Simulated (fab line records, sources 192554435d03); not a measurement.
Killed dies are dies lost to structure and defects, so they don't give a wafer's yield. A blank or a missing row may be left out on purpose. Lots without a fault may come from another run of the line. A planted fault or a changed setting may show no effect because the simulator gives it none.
Which tool did it? | flow n5_finfet | 24 lots, 72 wafers sampled, at 6 steps of a route of 1938

WHAT THE GAUGES READ, wafer by wafer
N5_BEOL_M0_SAQP_INSPECT_42: inspects for defects (brightfield). Usual: raw_defect_count 292, standard deviation 74.
lot  | measured     | on                | raw_defect_count | flag
L074 | day 5 17:22  | defect_inspect-02 | 232 229 429      |
L075 | day 5 21:27  | defect_inspect-02 | 226 326 356      |
L076 | day 6 05:50  | defect_inspect-01 | 281 257 372      |
L077 | day 6 12:05  | defect_inspect-01 | 341 262 348      |
L078 | day 6 15:26  | defect_inspect-02 | 328 261 287      |
L079 | day 6 21:47  | defect_inspect-02 | 230 353 171      |
L080 | day 7 02:19  | defect_inspect-01 | 303 341 316      |
L081 | day 7 08:29  | defect_inspect-01 | 236 247 163      |
L082 | day 7 23:51  | defect_inspect-01 | 433 446 234      |
L083 | day 8 00:22  | defect_inspect-02 | 205 231 275      |
L084 | day 8 09:31  | defect_inspect-01 | 251 197 128      |
L085 | day 8 12:49  | defect_inspect-01 | 325 265 309      |
L086 | day 8 17:28  | defect_inspect-02 | 286 345 238      |
L087 | day 8 19:35  | defect_inspect-01 | 286 396 287      |
L088 | day 9 06:04  | defect_inspect-02 | 228 317 169      |
L089 | day 9 11:32  | defect_inspect-02 | 324 405 363      |
L090 | day 9 15:27  | defect_inspect-01 | 232 197 160      |
L091 | day 9 20:53  | defect_inspect-02 | 398 296 303      |
L092 | day 10 02:34 | defect_inspect-02 | 217 313 250      |
L093 | day 10 09:49 | defect_inspect-02 | 300 281 281      |
L094 | day 10 17:09 | defect_inspect-02 | 238 211 258      |
L095 | day 11 03:19 | defect_inspect-02 | 267 306 273      |
L096 | day 11 05:25 | defect_inspect-01 | 334 258 397      |
L097 | day 11 16:17 | defect_inspect-01 | 469 325 428      |

N5_BEOL_M0_RS_MEAS_126: measures by four-point-probe. Usual: M0_RS 0.535 ohm/sq, standard deviation 0.026.
lot  | measured     | on            | M0_RS (ohm/sq)    | flag
L074 | day 5 22:36  | film_metro-01 | 0.525 0.522 0.539 |
L075 | day 6 08:16  | film_metro-01 | 0.527 0.528 0.560 |
L076 | day 6 12:55  | film_metro-01 | 0.532 0.569 0.571 |
L077 | day 6 20:54  | film_metro-01 | 0.584 0.516 0.504 |
L078 | day 6 22:23  | film_metro-01 | 0.549 0.549 0.527 |
L079 | day 7 12:59  | film_metro-01 | 0.529 0.528 0.534 |
L080 | day 7 10:01  | film_metro-01 | 0.516 0.509 0.481 |
L081 | day 7 16:35  | film_metro-01 | 0.529 0.504 0.512 |
L082 | day 8 07:54  | film_metro-01 | 0.525 0.514 0.499 |
L083 | day 8 06:14  | film_metro-01 | 0.539 0.585 0.504 |
L084 | day 8 15:44  | film_metro-02 | 0.524 0.568 0.521 |
L085 | day 8 21:43  | film_metro-02 | 0.564 0.497 0.543 |
L086 | day 9 00:04  | film_metro-02 | 0.580 0.533 0.579 |
L087 | day 9 02:25  | film_metro-02 | 0.525 0.579 0.518 |
L088 | day 9 17:10  | film_metro-02 | 0.523 0.545 0.522 |
L089 | day 9 22:14  | film_metro-02 | 0.539 0.560 0.530 |
L090 | day 10 01:31 | film_metro-02 | 0.579 0.581 0.526 |
L091 | day 10 03:59 | film_metro-01 | 0.514 0.524 0.504 |
L092 | day 10 12:41 | film_metro-02 | 0.504 0.527 0.510 |
L093 | day 10 16:38 | film_metro-02 | 0.566 0.535 0.535 |
L094 | day 11 02:13 | film_metro-01 | 0.543 0.538 0.533 |
L095 | day 11 11:19 | film_metro-02 | 0.542 0.571 0.526 |
L096 | day 11 14:11 | film_metro-02 | 0.559 0.509 0.582 |
L097 | day 12 00:14 | film_metro-01 | 0.563 0.532 0.500 |

WHICH TOOL RAN EACH LOT (tool, then ch and the chambers of the sampled wafers, then the start)
lot  | N5_BEOL_M0_SAQP_CUT_ETCH_46        | N5_BEOL_M0_SAQP_ALD_48            | N5_BEOL_M0_HM_OPEN_105            | N5_BEOL_M0_PRE_CLEAN_113
L074 | rie_diel-06 ch 0,1,2, day 5 17:35  | ald_sin-04 ch 2,3, day 5 17:47    | rie_metal-01 ch 0,1, day 5 19:13  | pvd_sputter-01, day 5 20:21
L075 | rie_diel-03 ch 1,3, day 5 21:34    | ald_sin-02 ch 1,2,3, day 5 21:46  | rie_metal-02 ch 0,1, day 6 01:43  | pvd_sputter-03, day 6 02:41
L076 | rie_diel-05 ch 2,3, day 6 05:58    | ald_sin-04 ch 0,2,3, day 6 06:10  | rie_metal-01 ch 0,1, day 6 09:35  | pvd_sputter-02, day 6 10:49
L077 | rie_diel-03 ch 1,3, day 6 12:13    | ald_sin-04 ch 0,2,3, day 6 12:32  | rie_metal-02 ch 0,1, day 6 16:20  | pvd_sputter-01, day 6 18:51
L078 | rie_diel-06 ch 0,2,3, day 6 15:34  | ald_sin-02 ch 0,2,3, day 6 15:46  | rie_metal-02 ch 0,1, day 6 18:04  | pvd_sputter-01, day 6 19:20
L079 | rie_diel-05 ch 0,1,3, day 6 21:57  | ald_sin-01 ch 0,1,3, day 6 22:09  | rie_metal-03 ch 0,1, day 7 07:38  | pvd_sputter-01, day 7 08:59
L080 | rie_diel-03 ch 1,2, day 7 02:25    | ald_sin-02 ch 0,3, day 7 03:29    | rie_metal-01 ch 0,1, day 7 06:51  | pvd_sputter-01, day 7 07:59
L081 | rie_diel-03 ch 1,2,3, day 7 08:36  | ald_sin-01 ch 0,3, day 7 09:20    | rie_metal-03 ch 0, day 7 11:05    | pvd_sputter-01, day 7 12:46
L082 | rie_diel-05 ch 0,2,3, day 7 23:58  | ald_sin-04 ch 0,3, day 8 00:10    | rie_metal-02 ch 0,1, day 8 03:16  | pvd_sputter-02, day 8 04:38
L083 | rie_diel-05 ch 0,1,3, day 8 01:01  | ald_sin-01 ch 0,2,3, day 8 01:13  | rie_metal-01 ch 0,1, day 8 02:55  | pvd_sputter-02, day 8 04:10
L084 | rie_diel-05 ch 0,1,3, day 8 09:37  | ald_sin-04 ch 0,2,3, day 8 10:04  | rie_metal-03 ch 0,1, day 8 11:44  | pvd_sputter-02, day 8 13:04
L085 | rie_diel-06 ch 1,3, day 8 13:04    | ald_sin-01 ch 0,1, day 8 13:58    | rie_metal-01 ch 0,1, day 8 15:53  | pvd_sputter-03, day 8 19:28
L086 | rie_diel-05 ch 2,3, day 8 17:35    | ald_sin-02 ch 0,2, day 8 17:47    | rie_metal-03 ch 0,1, day 8 19:57  | pvd_sputter-02, day 8 21:36
L087 | rie_diel-06 ch 0,1,3, day 8 19:42  | ald_sin-02 ch 0,2, day 8 19:54    | rie_metal-03 ch 0,1, day 8 21:27  | pvd_sputter-02, day 8 22:55
L088 | rie_diel-03 ch 0,1,3, day 9 07:07  | ald_sin-04 ch 0,2,3, day 9 07:19  | rie_metal-01 ch 0,1, day 9 08:47  | pvd_sputter-03, day 9 10:58
L089 | rie_diel-05 ch 0,1, day 9 11:39    | ald_sin-04 ch 0,2, day 9 11:51    | rie_metal-03 ch 0,1, day 9 15:24  | pvd_sputter-03, day 9 19:28
L090 | rie_diel-06 ch 0,3, day 9 15:56    | ald_sin-04 ch 0,2,3, day 9 16:08  | rie_metal-03 ch 0,1, day 9 20:14  | pvd_sputter-02, day 9 23:08
L091 | rie_diel-06 ch 2,3, day 9 21:10    | ald_sin-01 ch 1,2, day 9 21:23    | rie_metal-02 ch 0,1, day 9 23:00  | pvd_sputter-01, day 10 01:37
L092 | rie_diel-05 ch 0,2,3, day 10 02:59 | ald_sin-01 ch 0,1,2, day 10 03:11 | rie_metal-03 ch 0,1, day 10 07:38 | pvd_sputter-02, day 10 09:11
L093 | rie_diel-03 ch 0,1,2, day 10 09:56 | ald_sin-01 ch 0,1,2, day 10 10:08 | rie_metal-02 ch 1, day 10 12:02   | pvd_sputter-03, day 10 14:32
L094 | rie_diel-06 ch 1,3, day 10 17:16   | ald_sin-01 ch 1,3, day 10 18:09   | rie_metal-02 ch 1, day 10 22:37   | pvd_sputter-01, day 11 00:02
L095 | rie_diel-03 ch 0,3, day 11 03:26   | ald_sin-01 ch 0,2,3, day 11 03:38 | rie_metal-03 ch 0,1, day 11 06:23 | pvd_sputter-02, day 11 07:29
L096 | rie_diel-03 ch 0,2,3, day 11 05:31 | ald_sin-04 ch 0,3, day 11 05:43   | rie_metal-02 ch 1, day 11 09:41   | pvd_sputter-03, day 11 11:23
L097 | rie_diel-06 ch 0,2,3, day 11 16:31 | ald_sin-02 ch 0,3, day 11 16:43   | rie_metal-02 ch 0,1, day 11 20:28 | pvd_sputter-03, day 11 21:49
- N5_BEOL_M0_SAQP_CUT_ETCH_46: etches SOC in N2/H2, target depth 135 nm, overetch 27 nm, time 202.5 s.
- N5_BEOL_M0_SAQP_ALD_48: deposits SiO2, target thk 20 nm, pulse time 1 s, co reactant pulse time 1 s.
- N5_BEOL_M0_HM_OPEN_105: chemistry Cl2/BCl3, target TiN, target depth 12 nm.
- N5_BEOL_M0_PRE_CLEAN_113: time 30 s.

WHAT THE TOOLS THEMSELVES READ (means of the sampled wafers that have a number; where no wafer has one, the mark that the record gives instead)
N5_BEOL_M0_SAQP_CUT_ETCH_46. Usual: drypump_motor_current_A 5.75 A, standard deviation 0.26; n2_flow_sccm 200.0 sccm, standard deviation 0.65; rf_vpp_V 523.0 V, standard deviation 2.4; showerhead_plenum_p_Torr 2.51 Torr, standard deviation 0.091; throttle_valve_pct 17.85 %, standard deviation 0.2.
lot  | tool        | drypump_motor_current_A (A) | n2_flow_sccm (sccm) | rf_vpp_V (V) | showerhead_plenum_p_Torr (Torr) | throttle_valve_pct (%) | flag
L074 | rie_diel-06 | 5.52                        | 199.7               | 521.1        | 2.46                            | 17.93                  |
L075 | rie_diel-03 | 5.77                        | 200.3               | 522.0        | 2.49                            | 18.00                  |
L076 | rie_diel-05 | 5.55                        | 200.3               | 524.6        | 2.54                            | 17.77                  |
L077 | rie_diel-03 | 5.78                        | 200.1               | 522.2        | 2.49                            | 18.01                  |
L078 | rie_diel-06 | 5.59                        | 200.0               | 520.9        | 2.45                            | 17.85                  |
L079 | rie_diel-05 | 5.76                        | 199.7               | 526.7        | 2.63                            | 17.96                  |
L080 | rie_diel-03 | 6.02                        | 199.9               | 522.3        | 2.47                            | 17.79                  |
L081 | rie_diel-03 | 5.93                        | 199.9               | 521.3        | 2.48                            | 17.91                  |
L082 | rie_diel-05 | 5.60                        | 200.0               | 524.6        | 2.57                            | 17.95                  |
L083 | rie_diel-05 | 5.76                        | 199.7               | 525.7        | 2.62                            | 17.97                  |
L084 | rie_diel-05 | 5.72                        | 199.7               | 524.9        | 2.62                            | 17.98                  |
L085 | rie_diel-06 | 5.80                        | 200.4               | 521.4        | 2.44                            | 17.73                  |
L086 | rie_diel-05 | 5.54                        | 199.9               | 523.6        | 2.53                            | 17.80                  |
L087 | rie_diel-06 | 5.71                        | 199.9               | 520.9        | 2.45                            | 17.74                  |
L088 | rie_diel-03 | 6.03                        | 200.4               | 522.1        | 2.49                            | 17.87                  |
L089 | rie_diel-05 | 5.69                        | 199.8               | 525.8        | 2.64                            | 17.88                  |
L090 | rie_diel-06 | 5.67                        | 199.7               | 521.7        | 2.46                            | 17.65                  |
L091 | rie_diel-06 | 5.69                        | 200.1               | 524.2        | 2.53                            | 17.72                  |
L092 | rie_diel-05 | 5.59                        | 200.0               | 524.8        | 2.57                            | 17.96                  |
L093 | rie_diel-03 | 6.13                        | 199.9               | 522.7        | 2.48                            | 17.77                  |
L094 | rie_diel-06 | 5.79                        | 200.4               | 520.6        | 2.43                            | 17.76                  |
L095 | rie_diel-03 | 6.19                        | 199.2               | 521.3        | 2.46                            | 17.77                  |
L096 | rie_diel-03 | 6.07                        | 199.8               | 521.1        | 2.44                            | 17.82                  |
L097 | rie_diel-06 | 5.60                        | 199.7               | 524.7        | 2.54                            | 17.72                  |

N5_BEOL_M0_SAQP_ALD_48. Usual: heater_power_w 77 W, standard deviation 4.6; precursor_pulse_height_rel 1.002, standard deviation 0.018.
lot  | tool       | heater_power_w (W) | precursor_pulse_height_rel | flag
L074 | ald_sin-04 | 77                 | 0.994                      |
L075 | ald_sin-02 | 79                 | 0.990                      |
L076 | ald_sin-04 | 75                 | 1.004                      |
L077 | ald_sin-04 | 76                 | 1.015                      |
L078 | ald_sin-02 | 76                 | 1.005                      |
L079 | ald_sin-01 | 79                 | 0.999                      |
L080 | ald_sin-02 | 75                 | 0.999                      |
L081 | ald_sin-01 | 81                 | 0.981                      |
L082 | ald_sin-04 | 78                 | 1.000                      |
L083 | ald_sin-01 | 80                 | 1.017                      |
L084 | ald_sin-04 | 75                 | 1.018                      |
L085 | ald_sin-01 | 80                 | 1.000                      |
L086 | ald_sin-02 | 71                 | 1.004                      |
L087 | ald_sin-02 | 72                 | 1.006                      |
L088 | ald_sin-04 | 75                 | 0.991                      |
L089 | ald_sin-04 | 72                 | 1.008                      |
L090 | ald_sin-04 | 76                 | 0.984                      |
L091 | ald_sin-01 | 76                 | 1.021                      |
L092 | ald_sin-01 | 78                 | 0.994                      |
L093 | ald_sin-01 | 78                 | 0.990                      |
L094 | ald_sin-01 | 80                 | 0.990                      |
L095 | ald_sin-01 | 79                 | 0.987                      |
L096 | ald_sin-04 | 78                 | 1.006                      |
L097 | ald_sin-02 | 79                 | 1.011                      |

N5_BEOL_M0_HM_OPEN_105. Usual: drypump_motor_current_A 5.2 A, standard deviation 0.54; oes_product_au 0.75 a.u., standard deviation 0.068; throttle_valve_pct 22.01 %, standard deviation 0.11.
lot  | tool         | drypump_motor_current_A (A) | oes_product_au (a.u.) | throttle_valve_pct (%) | flag
L074 | rie_metal-01 | 5.8                         | 0.78                  | 22.02                  |
L075 | rie_metal-02 | 5.5                         | 0.66                  | 22.02                  |
L076 | rie_metal-01 | 5.3                         | 0.80                  | 21.99                  |
L077 | rie_metal-02 | 5.1                         | 0.70                  | 22.02                  |
L078 | rie_metal-02 | 5.1                         | 0.70                  | 22.02                  |
L079 | rie_metal-03 | 5.1                         | 0.78                  | 22.06                  |
L080 | rie_metal-01 | 5.8                         | 0.77                  | 22.01                  |
L081 | rie_metal-03 | 5.5                         | 0.81                  | 21.88                  |
L082 | rie_metal-02 | 5.4                         | 0.65                  | 22.04                  |
L083 | rie_metal-01 | 5.4                         | 0.80                  | 21.99                  |
L084 | rie_metal-03 | 5.1                         | 0.77                  | 22.09                  |
L085 | rie_metal-01 | 5.8                         | 0.76                  | 22.04                  |
L086 | rie_metal-03 | 5.3                         | 0.79                  | 21.97                  |
L087 | rie_metal-03 | 5.3                         | 0.79                  | 21.95                  |
L088 | rie_metal-01 | 5.4                         | 0.79                  | 21.99                  |
L089 | rie_metal-03 | 5.3                         | 0.78                  | 21.97                  |
L090 | rie_metal-03 | 5.1                         | 0.76                  | 22.09                  |
L091 | rie_metal-02 | 5.4                         | 0.64                  | 22.04                  |
L092 | rie_metal-03 | 5.3                         | 0.78                  | 21.98                  |
L093 | rie_metal-02 | 4.7                         | 0.74                  | 21.99                  |
L094 | rie_metal-02 | 4.7                         | 0.72                  | 22.01                  |
L095 | rie_metal-03 | 5.3                         | 0.77                  | 21.99                  |
L096 | rie_metal-02 | 4.7                         | 0.73                  | 22.00                  |
L097 | rie_metal-02 | 5.1                         | 0.80                  | 21.94                  |

N5_BEOL_M0_PRE_CLEAN_113. Usual: heater_power_w 331 W, standard deviation 31.
lot  | tool           | heater_power_w (W) | flag
L074 | pvd_sputter-01 | 316                |
L075 | pvd_sputter-03 | 322                |
L076 | pvd_sputter-02 | 369                |
L077 | pvd_sputter-01 | 307                |
L078 | pvd_sputter-01 | 324                |
L079 | pvd_sputter-01 | 314                |
L080 | pvd_sputter-01 | 341                |
L081 | pvd_sputter-01 | 310                |
L082 | pvd_sputter-02 | 363                |
L083 | pvd_sputter-02 | 363                |
L084 | pvd_sputter-02 | 334                |
L085 | pvd_sputter-03 | 346                |
L086 | pvd_sputter-02 | 341                |
L087 | pvd_sputter-02 | 323                |
L088 | pvd_sputter-03 | 302                |
L089 | pvd_sputter-03 | 328                |
L090 | pvd_sputter-02 | 344                |
L091 | pvd_sputter-01 | 324                |
L092 | pvd_sputter-02 | 342                |
L093 | pvd_sputter-03 | 319                |
L094 | pvd_sputter-01 | 336                |
L095 | pvd_sputter-02 | 350                |
L096 | pvd_sputter-03 | 314                |
L097 | pvd_sputter-03 | 296                |

THE ANSWER, worked out from the rows above alone
Rule: a lot is off if the mean of its wafers that have a number lies more than 3 standard deviations from the usual mean. A lot without any number at a reading at which 4 lots or more have one is off too. The other lots that the step has rows for count as sound. The gauges are gone through in route order, then the tools' own readings, and for those a lot's mean is taken as printed above. The first step at which some lot is off is used, and at that step the reading that is off furthest; a lot without a number counts as furthest.
No lot is off at any reading shown: from this, nothing can be told.

WHAT THE SIMULATOR HAD PUT IN
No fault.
